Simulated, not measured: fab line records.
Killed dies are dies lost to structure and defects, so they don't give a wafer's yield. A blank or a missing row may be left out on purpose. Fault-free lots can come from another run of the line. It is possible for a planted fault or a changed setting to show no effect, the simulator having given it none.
Chamber matching | flow nand-harc | 4 sister chambers for NHARC_P_BONDPAD_ETCH_24 on rie-diel-07
The step etches the open film in CF4/N2, target depth 30 nm, time 72.99 s. 18 wafers are shown with their chamber, then 8 later ones without.

== EACH WAFER AND ITS CHAMBER ==
wafer  | chamber | drypump-motor-current-A (A) | rf-vpp-V (V) | run-length-s (s)
L423.1 | 0       | 6.3                         | 316.6        | 94.4
L423.3 | 2       | 5.4                         | 313.5        | 95.0
L423.4 | 3       | 5.3                         | 315.5        | 94.4
L427.1 | 0       | 6.3                         | 315.0        | 94.8
L427.3 | 1       | 4.9                         | 312.6        | 94.5
L427.6 | 0       | 6.3                         | 316.5        | 94.7
L426.1 | 1       | 5.0                         | 313.6        | 94.4
L426.2 | 0       | 6.3                         | 315.6        | 94.4
L426.4 | 2       | 5.4                         | 312.9        | 95.4
L428.1 | 3       | 5.3                         | 317.1        | 94.8
L428.3 | 1       | 4.9                         | 310.8        | 94.4
L428.5 | 3       | 5.3                         | 316.0        | 94.1
L430.2 | 2       | 5.4                         | 311.9        | 94.9
L430.3 | 1       | 5.0                         | 311.2        | 94.5
L430.4 | 3       | 5.3                         | 316.3        | 94.3
L431.1 | 1       | 4.9                         | 312.1        | 94.8
L431.2 | 3       | 5.3                         | 314.6        | 94.2
L431.4 | 0       | 6.3                         | 317.5        | 94.4

SIGNATURES (means of the wafers above)
reading                 | chamber 0 | chamber 1 | chamber 2 | chamber 3 | scatter within a chamber
drypump-motor-current-A | 6.300     | 4.940     | 5.400     | 5.300     | 0.0293
rf-vpp-V                | 316.240   | 312.060   | 312.767   | 315.900   | 0.982
run-length-s            | 94.540    | 94.520    | 95.100    | 94.360    | 0.222
Rule: for a wafer and a chamber, the distance is found by dividing, reading by reading, the gap between the wafer's reading and the chamber's mean by the reading's scatter, squaring, summing and taking the root. If the next closest chamber is less than 2 further off than the closest, the wafer can't be placed; otherwise it belongs to the closest. How the scatter is found: for the shown wafers, subtract from each reading the mean of its chamber, square and add these, divide the total by (wafers less chambers), then take the root.

== WAFERS WITH NO CHAMBER GIVEN ==
wafer  | drypump-motor-current-A (A) | rf-vpp-V (V) | run-length-s (s)
L435.1 | 5.3                         | 316.1        | 94.2
L435.3 | 5.4                         | 311.9        | 94.9
L435.5 | 4.9                         | 312.5        | 94.5
L436.2 | 5.3                         | 313.4        | 94.9
L436.3 | 6.3                         | 316.1        | 94.0
L436.5 | 4.9                         | 313.0        | 94.8
L443.2 | 5.4                         | 310.6        | 94.7
L443.4 | 5.3                         | 316.4        | 94.3

== EACH ONE'S CHAMBER ==
wafer  | from the rows above     | in truth
L435.1 | 3                       | 3
L435.3 | 2                       | 2
L435.5 | 1                       | 1
L436.2 | can't be placed: 3 or 2 | 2
L436.3 | 0                       | 0
L436.5 | 1                       | 1
L443.2 | 2                       | 2
L443.4 | 3                       | 3
Placed correctly: 7 of 8. Not placeable from these rows: 1 (in 1, the candidates include the true chamber). Wrongly placed: 0.
